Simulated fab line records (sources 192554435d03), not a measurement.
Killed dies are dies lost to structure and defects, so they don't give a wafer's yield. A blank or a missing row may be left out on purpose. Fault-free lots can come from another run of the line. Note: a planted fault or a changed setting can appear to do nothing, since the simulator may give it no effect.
Matching of chambers || flow n5 finfet || cmp-02 running N5_BEOL_M2_CMP_52: 4 sister chambers
The step polishes, stops on SiOC, t overpolish 6.8 s, target thk 40 nm. 7 wafers are shown with their chamber, then 7 later ones without.

## WAFERS, EACH WITH ITS CHAMBER
{"wafer": "L076.1", "chamber": 1, "motor current A (A)": 6.3, "time to endpoint s (s)": 65.0}
{"wafer": "L078.2", "chamber": 2, "motor current A (A)": 5.9, "time to endpoint s (s)": 60.1}
{"wafer": "L080.1", "chamber": 3, "motor current A (A)": 6.0, "time to endpoint s (s)": 62.4}
{"wafer": "L080.3", "chamber": 2, "motor current A (A)": 6.1, "time to endpoint s (s)": 61.5}
{"wafer": "L080.5", "chamber": 0, "motor current A (A)": 7.4, "time to endpoint s (s)": 64.3}
{"wafer": "L082.1", "chamber": 0, "motor current A (A)": 7.2, "time to endpoint s (s)": 64.4}
{"wafer": "L082.4", "chamber": 3, "motor current A (A)": 5.9, "time to endpoint s (s)": 64.1}

## WAFERS WHOSE CHAMBER IS MISSING
{"wafer": "L082.5", "motor current A (A)": 6.4, "time to endpoint s (s)": 66.1}
{"wafer": "L095.2", "motor current A (A)": 6.4, "time to endpoint s (s)": 66.9}
{"wafer": "L095.5", "motor current A (A)": 6.5, "time to endpoint s (s)": 63.0}
{"wafer": "L095.6", "motor current A (A)": 6.5, "time to endpoint s (s)": 65.7}
{"wafer": "L096.1", "motor current A (A)": 5.8, "time to endpoint s (s)": 68.3}
{"wafer": "L096.2", "motor current A (A)": 7.9, "time to endpoint s (s)": 64.8}
{"wafer": "L096.5", "motor current A (A)": 5.9, "time to endpoint s (s)": 66.8}

## CHAMBER TAKEN BY EACH
{"wafer": "L082.5", "from the rows above": 1, "in truth": 1}
{"wafer": "L095.2", "from the rows above": 1, "in truth": 1}
{"wafer": "L095.5", "from the rows above": "can't be placed: 1 or 3", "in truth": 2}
{"wafer": "L095.6", "from the rows above": 1, "in truth": 1}
{"wafer": "L096.1", "from the rows above": "can't be placed: 1 or 3", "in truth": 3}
{"wafer": "L096.2", "from the rows above": 0, "in truth": 0}
{"wafer": "L096.5", "from the rows above": "can't be placed: 1 or 3", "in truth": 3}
Correctly placed: 4 of 7. Not placeable from these rows: 3 (in 2, the candidates include the true chamber). Placed wrongly: 0.
How it was worked out, from the rows above alone: a wafer's distance from a chamber is the root of the sum, over the readings, of the square of ((its reading less the chamber's mean) divided by the reading's scatter). If the next closest chamber is less than 2 further off than the closest, the wafer can't be placed; otherwise it belongs to the closest. Each chamber's mean is taken over the wafers shown for it. The scatter: take each reading less its chamber's mean, square it, sum over the shown wafers, divide by the number of wafers less the number of chambers, and take the root.
